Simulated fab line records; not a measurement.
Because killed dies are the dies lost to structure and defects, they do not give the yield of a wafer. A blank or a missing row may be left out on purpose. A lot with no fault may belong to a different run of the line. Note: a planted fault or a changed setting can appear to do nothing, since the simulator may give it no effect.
Which tool was responsible? || flow n5Finfet || 11 lots, 33 wafers sampled, at 5 steps of a route of 1938

## WHAT THE GAUGES SHOWED, per wafer
No reading from a measuring or inspecting step in the record can be judged against a usual standard deviation.

## WHAT TOOL EACH LOT RAN ON (gives the tool, then ch and the chambers of the sampled wafers, and finally the start)
{"lot": "L767", "N5_DUMMY_GATE_ALD_02": "aldSin-03 ch 1,2,3, day 2 13:38", "N5_PASSIVATION_AL_DEP_21": "pvdSputter-02, day 12 00:38", "N5_PASSIVATION_AL_ETCH_33": "rieMetal-02 ch 0,1, day 12 01:17", "N5_PASSIVATION_ETCH_54": "rieDiel-06 ch 0,1, day 12 03:46", "N5_PASSIVATION_PROBE_49": "prober-01, day 12 06:36"}
{"lot": "L768", "N5_DUMMY_GATE_ALD_02": "aldSin-03 ch 0,3, day 2 20:07", "N5_PASSIVATION_AL_DEP_21": "pvdSputter-02, day 12 16:35", "N5_PASSIVATION_AL_ETCH_33": "rieMetal-01 ch 0,1, day 12 17:22", "N5_PASSIVATION_ETCH_54": "rieDiel-03 ch 1,2, day 12 20:01", "N5_PASSIVATION_PROBE_49": "prober-01, day 12 22:50"}
{"lot": "L769", "N5_DUMMY_GATE_ALD_02": "aldSin-04 ch 1,2,3, day 3 02:28", "N5_PASSIVATION_AL_DEP_21": "pvdSputter-01, day 11 17:45", "N5_PASSIVATION_AL_ETCH_33": "rieMetal-03 ch 0, day 11 18:45", "N5_PASSIVATION_ETCH_54": "rieDiel-06 ch 1,2,3, day 11 21:17", "N5_PASSIVATION_PROBE_49": "prober-01, day 12 00:04"}
{"lot": "L770", "N5_DUMMY_GATE_ALD_02": "aldSin-03 ch 1,2, day 3 09:45", "N5_PASSIVATION_AL_DEP_21": "pvdSputter-03, day 12 10:56", "N5_PASSIVATION_AL_ETCH_33": "rieMetal-01 ch 0,1, day 12 11:37", "N5_PASSIVATION_ETCH_54": "rieDiel-03 ch 0,2,3, day 12 13:40", "N5_PASSIVATION_PROBE_49": "prober-02, day 12 16:30"}
{"lot": "L778", "N5_DUMMY_GATE_ALD_02": "aldSin-04 ch 0,1, day 5 07:24", "N5_PASSIVATION_AL_DEP_21": "pvdSputter-02, day 14 20:55", "N5_PASSIVATION_AL_ETCH_33": "rieMetal-03 ch 0, day 14 21:41", "N5_PASSIVATION_ETCH_54": "rieDiel-01 ch 1,2,3, day 15 00:26", "N5_PASSIVATION_PROBE_49": "prober-01, day 15 03:14"}
{"lot": "L780", "N5_DUMMY_GATE_ALD_02": "aldSin-04 ch 1,3, day 5 21:19", "N5_PASSIVATION_AL_DEP_21": "pvdSputter-03, day 15 06:16", "N5_PASSIVATION_AL_ETCH_33": "rieMetal-01 ch 0,1, day 15 07:04", "N5_PASSIVATION_ETCH_54": "rieDiel-03 ch 1,2, day 15 08:58", "N5_PASSIVATION_PROBE_49": "prober-02, day 15 11:51"}
{"lot": "L781", "N5_DUMMY_GATE_ALD_02": "aldSin-03 ch 1,2,3, day 6 02:04", "N5_PASSIVATION_AL_DEP_21": "pvdSputter-01, day 15 05:58", "N5_PASSIVATION_AL_ETCH_33": "rieMetal-03 ch 0,1, day 15 06:37", "N5_PASSIVATION_ETCH_54": "rieDiel-06 ch 0,1,2, day 15 08:31", "N5_PASSIVATION_PROBE_49": "prober-02, day 15 11:21"}
{"lot": "L782", "N5_DUMMY_GATE_ALD_02": "aldSin-01 ch 0,1, day 6 09:10", "N5_PASSIVATION_AL_DEP_21": "pvdSputter-03, day 16 00:20", "N5_PASSIVATION_AL_ETCH_33": "rieMetal-01 ch 0, day 16 01:07", "N5_PASSIVATION_ETCH_54": "rieDiel-03 ch 1,2,3, day 16 03:39", "N5_PASSIVATION_PROBE_49": "prober-02, day 16 06:26"}
{"lot": "L784", "N5_DUMMY_GATE_ALD_02": "aldSin-01 ch 0,2,3, day 6 21:20", "N5_PASSIVATION_AL_DEP_21": "pvdSputter-01, day 16 10:37", "N5_PASSIVATION_AL_ETCH_33": "rieMetal-01 ch 0, day 16 11:23", "N5_PASSIVATION_ETCH_54": "rieDiel-03 ch 1,2,3, day 16 13:56", "N5_PASSIVATION_PROBE_49": "prober-02, day 16 16:42"}
{"lot": "L788", "N5_DUMMY_GATE_ALD_02": "aldSin-01 ch 0,1,3, day 7 20:34", "N5_PASSIVATION_AL_DEP_21": "pvdSputter-03, day 17 13:50", "N5_PASSIVATION_AL_ETCH_33": "rieMetal-03 ch 0,1, day 17 14:35", "N5_PASSIVATION_ETCH_54": "rieDiel-06 ch 0,1,2, day 17 19:29", "N5_PASSIVATION_PROBE_49": "prober-02, day 17 22:23"}
{"lot": "L790", "N5_DUMMY_GATE_ALD_02": "aldSin-03 ch 2,3, day 8 07:43", "N5_PASSIVATION_AL_DEP_21": "pvdSputter-01, day 18 06:18", "N5_PASSIVATION_AL_ETCH_33": "rieMetal-02 ch 0,1, day 18 07:06", "N5_PASSIVATION_ETCH_54": "rieDiel-03 ch 0,2, day 18 09:09", "N5_PASSIVATION_PROBE_49": "prober-02, day 18 11:56"}
- N5_DUMMY_GATE_ALD_02: deposits SiO2, target thk 2 nm, pulse time 1 s.
- N5_PASSIVATION_AL_DEP_21: deposits Al, target thk 2800 nm, time 170 s.
- N5_PASSIVATION_AL_ETCH_33: etches Al in Cl2/BCl3, stops on TaN, target depth 2800 nm, time 466.7 s.
- N5_PASSIVATION_ETCH_54: etches SiO2 in CHF3/O2, target depth 880 nm, time 440 s.
- N5_PASSIVATION_PROBE_49

## WHAT THE TOOLS THEMSELVES READ (means of the sampled wafers that have a number; where no wafer has one, the mark that the record gives instead)
N5_DUMMY_GATE_ALD_02. Usual: heaterPowerW 456 W, standard deviation 57; precursorPulseHeightRel 1.003, standard deviation 0.021; susceptorTempC 299.98 C, standard deviation 0.19.
{"lot": "L767", "tool": "aldSin-03", "heaterPowerW (W)": 459, "precursorPulseHeightRel": 1.015, "susceptorTempC (C)": 299.95, "flag": ""}
{"lot": "L768", "tool": "aldSin-03", "heaterPowerW (W)": 445, "precursorPulseHeightRel": 0.996, "susceptorTempC (C)": 300.10, "flag": ""}
{"lot": "L769", "tool": "aldSin-04", "heaterPowerW (W)": 465, "precursorPulseHeightRel": 0.989, "susceptorTempC (C)": 300.05, "flag": ""}
{"lot": "L770", "tool": "aldSin-03", "heaterPowerW (W)": 465, "precursorPulseHeightRel": 0.998, "susceptorTempC (C)": 300.03, "flag": ""}
{"lot": "L778", "tool": "aldSin-04", "heaterPowerW (W)": 444, "precursorPulseHeightRel": 0.978, "susceptorTempC (C)": 300.06, "flag": ""}
{"lot": "L780", "tool": "aldSin-04", "heaterPowerW (W)": 485, "precursorPulseHeightRel": 1.014, "susceptorTempC (C)": 300.02, "flag": ""}
{"lot": "L781", "tool": "aldSin-03", "heaterPowerW (W)": 461, "precursorPulseHeightRel": 1.004, "susceptorTempC (C)": 299.85, "flag": ""}
{"lot": "L782", "tool": "aldSin-01", "heaterPowerW (W)": 394, "precursorPulseHeightRel": 1.014, "susceptorTempC (C)": 300.02, "flag": ""}
{"lot": "L784", "tool": "aldSin-01", "heaterPowerW (W)": 478, "precursorPulseHeightRel": 1.022, "susceptorTempC (C)": 299.98, "flag": ""}
{"lot": "L788", "tool": "aldSin-01", "heaterPowerW (W)": 435, "precursorPulseHeightRel": 1.009, "susceptorTempC (C)": 299.96, "flag": ""}
{"lot": "L790", "tool": "aldSin-03", "heaterPowerW (W)": 462, "precursorPulseHeightRel": 1.006, "susceptorTempC (C)": 299.71, "flag": ""}

N5_PASSIVATION_AL_DEP_21. Usual: susceptorTempC 400.01 C, standard deviation 0.19; throttleValvePct 30.0 %, standard deviation 0.97.
{"lot": "L767", "tool": "pvdSputter-02", "susceptorTempC (C)": 400.16, "throttleValvePct (%)": 29.2, "flag": ""}
{"lot": "L768", "tool": "pvdSputter-02", "susceptorTempC (C)": 399.79, "throttleValvePct (%)": 29.1, "flag": ""}
{"lot": "L769", "tool": "pvdSputter-01", "susceptorTempC (C)": 400.06, "throttleValvePct (%)": 31.0, "flag": ""}
{"lot": "L770", "tool": "pvdSputter-03", "susceptorTempC (C)": 399.95, "throttleValvePct (%)": 30.8, "flag": ""}
{"lot": "L778", "tool": "pvdSputter-02", "susceptorTempC (C)": 400.03, "throttleValvePct (%)": 29.0, "flag": ""}
{"lot": "L780", "tool": "pvdSputter-03", "susceptorTempC (C)": 399.91, "throttleValvePct (%)": 30.6, "flag": ""}
{"lot": "L781", "tool": "pvdSputter-01", "susceptorTempC (C)": 399.90, "throttleValvePct (%)": 30.3, "flag": ""}
{"lot": "L782", "tool": "pvdSputter-03", "susceptorTempC (C)": 399.93, "throttleValvePct (%)": 29.9, "flag": ""}
{"lot": "L784", "tool": "pvdSputter-01", "susceptorTempC (C)": 400.04, "throttleValvePct (%)": 30.3, "flag": ""}
{"lot": "L788", "tool": "pvdSputter-03", "susceptorTempC (C)": 399.85, "throttleValvePct (%)": 30.6, "flag": ""}
{"lot": "L790", "tool": "pvdSputter-01", "susceptorTempC (C)": 399.93, "throttleValvePct (%)": 30.6, "flag": ""}

N5_PASSIVATION_AL_ETCH_33. Usual: drypumpMotorCurrentA 5.6 A, standard deviation 0.39; oesProductAu 0.72 a.u., standard deviation 0.11; throttleValvePct 34.39 %, standard deviation 0.19.
{"lot": "L767", "tool": "rieMetal-02", "drypumpMotorCurrentA (A)": 5.8, "oesProductAu (a.u.)": 0.63, "throttleValvePct (%)": 34.38, "flag": ""}
{"lot": "L768", "tool": "rieMetal-01", "drypumpMotorCurrentA (A)": 5.8, "oesProductAu (a.u.)": 0.78, "throttleValvePct (%)": 34.46, "flag": ""}
{"lot": "L769", "tool": "rieMetal-03", "drypumpMotorCurrentA (A)": 5.7, "oesProductAu (a.u.)": 0.53, "throttleValvePct (%)": 34.72, "flag": ""}
{"lot": "L770", "tool": "rieMetal-01", "drypumpMotorCurrentA (A)": 5.9, "oesProductAu (a.u.)": 0.70, "throttleValvePct (%)": 34.59, "flag": ""}
{"lot": "L778", "tool": "rieMetal-03", "drypumpMotorCurrentA (A)": 5.7, "oesProductAu (a.u.)": 0.87, "throttleValvePct (%)": 34.19, "flag": ""}
{"lot": "L780", "tool": "rieMetal-01", "drypumpMotorCurrentA (A)": 5.8, "oesProductAu (a.u.)": 0.74, "throttleValvePct (%)": 34.49, "flag": ""}
{"lot": "L781", "tool": "rieMetal-03", "drypumpMotorCurrentA (A)": 5.5, "oesProductAu (a.u.)": 0.83, "throttleValvePct (%)": 34.21, "flag": ""}
{"lot": "L782", "tool": "rieMetal-01", "drypumpMotorCurrentA (A)": 5.7, "oesProductAu (a.u.)": 0.81, "throttleValvePct (%)": 34.32, "flag": ""}
{"lot": "L784", "tool": "rieMetal-01", "drypumpMotorCurrentA (A)": 5.7, "oesProductAu (a.u.)": 0.80, "throttleValvePct (%)": 34.33, "flag": ""}
{"lot": "L788", "tool": "rieMetal-03", "drypumpMotorCurrentA (A)": 5.3, "oesProductAu (a.u.)": 0.77, "throttleValvePct (%)": 34.30, "flag": ""}
{"lot": "L790", "tool": "rieMetal-02", "drypumpMotorCurrentA (A)": 5.4, "oesProductAu (a.u.)": 0.72, "throttleValvePct (%)": 34.23, "flag": ""}

N5_PASSIVATION_ETCH_54. Usual: drypumpMotorCurrentA 5.7 A, standard deviation 0.4; oesProductAu 0.82 a.u., standard deviation 0.063; rfVppV 522 V, standard deviation 8.1; showerheadPlenumPTorr 2.43 Torr, standard deviation 0.068; throttleValvePct 18.80 %, standard deviation 0.2.
{"lot": "L767", "tool": "rieDiel-06", "drypumpMotorCurrentA (A)": 5.4, "oesProductAu (a.u.)": 0.79, "rfVppV (V)": 532, "showerheadPlenumPTorr (Torr)": 2.53, "throttleValvePct (%)": 18.84, "flag": ""}
{"lot": "L768", "tool": "rieDiel-03", "drypumpMotorCurrentA (A)": 5.5, "oesProductAu (a.u.)": 0.83, "rfVppV (V)": 517, "showerheadPlenumPTorr (Torr)": 2.41, "throttleValvePct (%)": 18.88, "flag": ""}
{"lot": "L769", "tool": "rieDiel-06", "drypumpMotorCurrentA (A)": 5.8, "oesProductAu (a.u.)": 0.83, "rfVppV (V)": 522, "showerheadPlenumPTorr (Torr)": 2.46, "throttleValvePct (%)": 18.84, "flag": ""}
{"lot": "L770", "tool": "rieDiel-03", "drypumpMotorCurrentA (A)": 5.7, "oesProductAu (a.u.)": 0.86, "rfVppV (V)": 520, "showerheadPlenumPTorr (Torr)": 2.41, "throttleValvePct (%)": 18.72, "flag": ""}
{"lot": "L778", "tool": "rieDiel-01", "drypumpMotorCurrentA (A)": 5.8, "oesProductAu (a.u.)": 0.86, "rfVppV (V)": 518, "showerheadPlenumPTorr (Torr)": 2.38, "throttleValvePct (%)": 18.63, "flag": ""}
{"lot": "L780", "tool": "rieDiel-03", "drypumpMotorCurrentA (A)": 5.5, "oesProductAu (a.u.)": 0.81, "rfVppV (V)": 517, "showerheadPlenumPTorr (Torr)": 2.40, "throttleValvePct (%)": 18.91, "flag": ""}
{"lot": "L781", "tool": "rieDiel-06", "drypumpMotorCurrentA (A)": 5.6, "oesProductAu (a.u.)": 0.81, "rfVppV (V)": 529, "showerheadPlenumPTorr (Torr)": 2.50, "throttleValvePct (%)": 18.80, "flag": ""}
{"lot": "L782", "tool": "rieDiel-03", "drypumpMotorCurrentA (A)": 5.7, "oesProductAu (a.u.)": 0.81, "rfVppV (V)": 514, "showerheadPlenumPTorr (Torr)": 2.37, "throttleValvePct (%)": 18.78, "flag": ""}
{"lot": "L784", "tool": "rieDiel-03", "drypumpMotorCurrentA (A)": 5.7, "oesProductAu (a.u.)": 0.81, "rfVppV (V)": 514, "showerheadPlenumPTorr (Torr)": 2.37, "throttleValvePct (%)": 18.79, "flag": ""}
{"lot": "L788", "tool": "rieDiel-06", "drypumpMotorCurrentA (A)": 5.6, "oesProductAu (a.u.)": 0.78, "rfVppV (V)": 528, "showerheadPlenumPTorr (Torr)": 2.49, "throttleValvePct (%)": 18.85, "flag": ""}
{"lot": "L790", "tool": "rieDiel-03", "drypumpMotorCurrentA (A)": 5.5, "oesProductAu (a.u.)": 0.79, "rfVppV (V)": 521, "showerheadPlenumPTorr (Torr)": 2.42, "throttleValvePct (%)": 18.96, "flag": ""}

N5_PASSIVATION_PROBE_49. Usual: defectLimitedYield 91.6 %, standard deviation 1.6; killed_at_M0_to_M3 31, standard deviation 10; killed_at_M4_up 14, standard deviation 6.3; killedAtContacts 12, standard deviation 6.1; killedAtFrontEnd 39, standard deviation 12; killedAtOther 3.7, standard deviation 2.8; killedDies 100, standard deviation 19; killedOpen 66, standard deviation 14; killedShort 33, standard deviation 8.1; sort_bin_5_function 5.0 %, standard deviation 1.1; sort_bin_6_memory 3.2 %, standard deviation 0.66; sortNPass 1080, standard deviation 18; sortYieldPct 91.6 %, standard deviation 1.6.
{"lot": "L767", "tool": "prober-01", "defectLimitedYield (%)": 89.6, "killed_at_M0_to_M3": 40, "killed_at_M4_up": 30, "killedAtContacts": 11, "killedAtFrontEnd": 37, "killedAtOther": 3.7, "killedDies": 122, "killedOpen": 88, "killedShort": 34, "sort_bin_5_function (%)": 6.4, "sort_bin_6_memory (%)": 3.6, "sortNPass": 1058, "sortYieldPct (%)": 89.6, "flag": ""}
{"lot": "L768", "tool": "prober-01", "defectLimitedYield (%)": 91.0, "killed_at_M0_to_M3": 41, "killed_at_M4_up": 18, "killedAtContacts": 13, "killedAtFrontEnd": 28, "killedAtOther": 6.7, "killedDies": 106, "killedOpen": 73, "killedShort": 32, "sort_bin_5_function (%)": 5.5, "sort_bin_6_memory (%)": 3.3, "sortNPass": 1074, "sortYieldPct (%)": 91.0, "flag": ""}
{"lot": "L769", "tool": "prober-01", "defectLimitedYield (%)": 91.5, "killed_at_M0_to_M3": 41, "killed_at_M4_up": 10, "killedAtContacts": 11, "killedAtFrontEnd": 33, "killedAtOther": 4.3, "killedDies": 100, "killedOpen": 68, "killedShort": 31, "sort_bin_5_function (%)": 5.2, "sort_bin_6_memory (%)": 2.9, "sortNPass": 1080, "sortYieldPct (%)": 91.5, "flag": ""}
{"lot": "L770", "tool": "prober-02", "defectLimitedYield (%)": 91.9, "killed_at_M0_to_M3": 28, "killed_at_M4_up": 15, "killedAtContacts": 14, "killedAtFrontEnd": 35, "killedAtOther": 3.3, "killedDies": 95, "killedOpen": 64, "killedShort": 31, "sort_bin_5_function (%)": 4.7, "sort_bin_6_memory (%)": 3.2, "sortNPass": 1085, "sortYieldPct (%)": 91.9, "flag": ""}
{"lot": "L778", "tool": "prober-01", "defectLimitedYield (%)": 86.3, "killed_at_M0_to_M3": 31, "killed_at_M4_up": 11, "killedAtContacts": 5, "killedAtFrontEnd": 110, "killedAtOther": 5.3, "killedDies": 162, "killedOpen": 54, "killedShort": 24, "sort_bin_5_function (%)": 8.9, "sort_bin_6_memory (%)": 3.5, "sortNPass": 1018, "sortYieldPct (%)": 86.3, "flag": "OFF"}
{"lot": "L780", "tool": "prober-02", "defectLimitedYield (%)": 87.9, "killed_at_M0_to_M3": 36, "killed_at_M4_up": 10, "killedAtContacts": 7, "killedAtFrontEnd": 86, "killedAtOther": 3.3, "killedDies": 143, "killedOpen": 58, "killedShort": 31, "sort_bin_5_function (%)": 7.6, "sort_bin_6_memory (%)": 3.3, "sortNPass": 1037, "sortYieldPct (%)": 87.9, "flag": "OFF"}
{"lot": "L781", "tool": "prober-02", "defectLimitedYield (%)": 92.3, "killed_at_M0_to_M3": 23, "killed_at_M4_up": 20, "killedAtContacts": 8, "killedAtFrontEnd": 38, "killedAtOther": 2.3, "killedDies": 91, "killedOpen": 61, "killedShort": 30, "sort_bin_5_function (%)": 4.6, "sort_bin_6_memory (%)": 2.9, "sortNPass": 1089, "sortYieldPct (%)": 92.3, "flag": ""}
{"lot": "L782", "tool": "prober-02", "defectLimitedYield (%)": 90.4, "killed_at_M0_to_M3": 35, "killed_at_M4_up": 15, "killedAtContacts": 10, "killedAtFrontEnd": 52, "killedAtOther": 2.0, "killedDies": 113, "killedOpen": 80, "killedShort": 32, "sort_bin_5_function (%)": 5.9, "sort_bin_6_memory (%)": 3.5, "sortNPass": 1067, "sortYieldPct (%)": 90.4, "flag": ""}
{"lot": "L784", "tool": "prober-02", "defectLimitedYield (%)": 88.3, "killed_at_M0_to_M3": 36, "killed_at_M4_up": 17, "killedAtContacts": 19, "killedAtFrontEnd": 61, "killedAtOther": 4.3, "killedDies": 138, "killedOpen": 88, "killedShort": 46, "sort_bin_5_function (%)": 6.9, "sort_bin_6_memory (%)": 4.2, "sortNPass": 1042, "sortYieldPct (%)": 88.3, "flag": ""}
{"lot": "L788", "tool": "prober-02", "defectLimitedYield (%)": 92.9, "killed_at_M0_to_M3": 21, "killed_at_M4_up": 16, "killedAtContacts": 18, "killedAtFrontEnd": 24, "killedAtOther": 4.7, "killedDies": 84, "killedOpen": 56, "killedShort": 25, "sort_bin_5_function (%)": 4.0, "sort_bin_6_memory (%)": 2.6, "sortNPass": 1096, "sortYieldPct (%)": 92.9, "flag": ""}
{"lot": "L790", "tool": "prober-02", "defectLimitedYield (%)": 91.9, "killed_at_M0_to_M3": 31, "killed_at_M4_up": 13, "killedAtContacts": 10, "killedAtFrontEnd": 39, "killedAtOther": 3.0, "killedDies": 95, "killedOpen": 66, "killedShort": 28, "sort_bin_5_function (%)": 4.8, "sort_bin_6_memory (%)": 3.1, "sortNPass": 1085, "sortYieldPct (%)": 91.9, "flag": ""}

## THE ANSWER, worked out from the rows above alone
Rule: take the mean of a lot's wafers that have a number; if it is more than 3 standard deviations from the usual mean, the lot is off. A lot without any number at a reading at which 4 lots or more have one is off too. The other lots that the step has rows for count as sound. Order of review: gauges by route order, followed by the tools' own readings, for which a lot's mean as printed above is used. At the first step where some lot is off, the reading lying furthest off is the one used; lots without a number count as furthest.
Off, at N5_PASSIVATION_PROBE_49 on killedAtFrontEnd: L778, L780.
If a tool, at that step or one of the process steps before it, ran each lot that is off and ran no sound lot following the first of them, it fits. One fits: aldSin-04 at N5_DUMMY_GATE_ALD_02. A fault onset in the window from L769 (day 3 02:28, its last sound lot) to L778 (day 5 07:24, its first lot off) fits.

## WHAT THE SIMULATOR HAD INSERTED
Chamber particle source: aldSin-04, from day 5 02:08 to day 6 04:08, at N5_DUMMY_GATE_ALD_02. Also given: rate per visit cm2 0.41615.
Struck lots among those shown: L778, L780. The same result came from the rule above.
